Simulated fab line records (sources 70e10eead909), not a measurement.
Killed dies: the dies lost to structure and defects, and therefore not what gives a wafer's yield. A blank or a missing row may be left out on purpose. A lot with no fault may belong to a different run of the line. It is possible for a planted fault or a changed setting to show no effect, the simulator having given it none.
3 desks looking at one fault / flow nand-harc / every desk sees just its own numbers, and what lay behind them comes last

== FROM THE METROLOGY DESK ==
What the gauges read for every lot (on any tool): the sampled wafers with a number, averaged. A lot is out of limits, marked OUT, if its mean lies more than 4 standard deviations from the usual mean; the brackets give that distance.
Columns: A = thk-nm at NHARC_A_M0_THK_MEAS_24, usual 113.7 nm
lot=L942; first seen here=day 18 00:12; A=113.1
lot=L943; first seen here=day 18 04:07; A=113.7
lot=L944; first seen here=day 18 19:14; A=115.1
lot=L948; first seen here=day 19 22:08; A=113.7
lot=L952; first seen here=day 20 04:07; A=113.4
lot=L953; first seen here=day 20 07:55; A=114.5
lot=L950; first seen here=day 20 07:56; A=114.1
lot=L955; first seen here=day 20 22:36; A=115.8
lot=L956; first seen here=day 21 18:15; A=111.3
lot=L961; first seen here=day 22 08:02; A=113.2
lot=L964; first seen here=day 23 08:38; A=112.7
lot=L963; first seen here=day 24 00:09; A=114.1
Finding of this desk: none of the 12 lots has anything out of limits.

== THE DEFECT DESK ==
Inspection counts along the route, by lot: the mean over sampled wafers that carry a number. A lot is out of limits, marked OUT, if its mean lies more than 4 standard deviations from the usual mean; the brackets give that distance.
Columns: A = raw-defect-count at NHARC_A_M0_INSPECT_11, usual 33
lot=L942; first seen here=day 17 21:49; A=13
lot=L943; first seen here=day 18 01:44; A=33
lot=L944; first seen here=day 18 16:50; A=33
lot=L948; first seen here=day 19 19:45; A=41
lot=L952; first seen here=day 20 01:35; A=48
lot=L953; first seen here=day 20 05:07; A=37
lot=L950; first seen here=day 20 05:08; A=54
lot=L955; first seen here=day 20 20:13; A=10
lot=L956; first seen here=day 21 15:49; A=55
lot=L961; first seen here=day 22 05:31; A=33
lot=L964; first seen here=day 23 06:12; A=38
lot=L963; first seen here=day 23 21:17; A=22
Finding of this desk: none of the 12 lots has anything out of limits.

== FOR THE TOOL OWNER'S DESK: cmp-01 ==
The tool's own readings at NHARC_A_M0_CMP_23 (polishes, t overpolish 20 s, target thk 113.75 nm): means of the sampled wafers that have a number, for each lot that ran on this tool. A lot is out of limits, marked OUT, if its mean lies more than 4 standard deviations from the usual mean; the brackets give that distance.
Columns: A = motor-current-A at NHARC_A_M0_CMP_23, usual 12.6 A; B = time-to-endpoint-s at NHARC_A_M0_CMP_23, usual 27.9 s
lot=L943; first seen here=day 18 03:51; A=14.2; B=30.5
lot=L944; first seen here=day 18 18:57; A=13.5; B=31.5
lot=L948; first seen here=day 19 21:49; A=13.1; B=27.5
lot=L953; first seen here=day 20 07:35; A=12.1; B=28.8
lot=L955; first seen here=day 20 22:20; A=12.2; B=32.4
lot=L956; first seen here=day 21 17:56; A=12.8; B=22.8
Finding of this desk: none of the 6 lots has anything out of limits.

== ALL TOGETHER ==
Metrology desk: nothing out of limits seen.
The defect desk saw nothing out of limits.
Nothing out of limits was seen by the tool owner's desk.

== WHAT THE SIMULATOR HAD INSERTED ==
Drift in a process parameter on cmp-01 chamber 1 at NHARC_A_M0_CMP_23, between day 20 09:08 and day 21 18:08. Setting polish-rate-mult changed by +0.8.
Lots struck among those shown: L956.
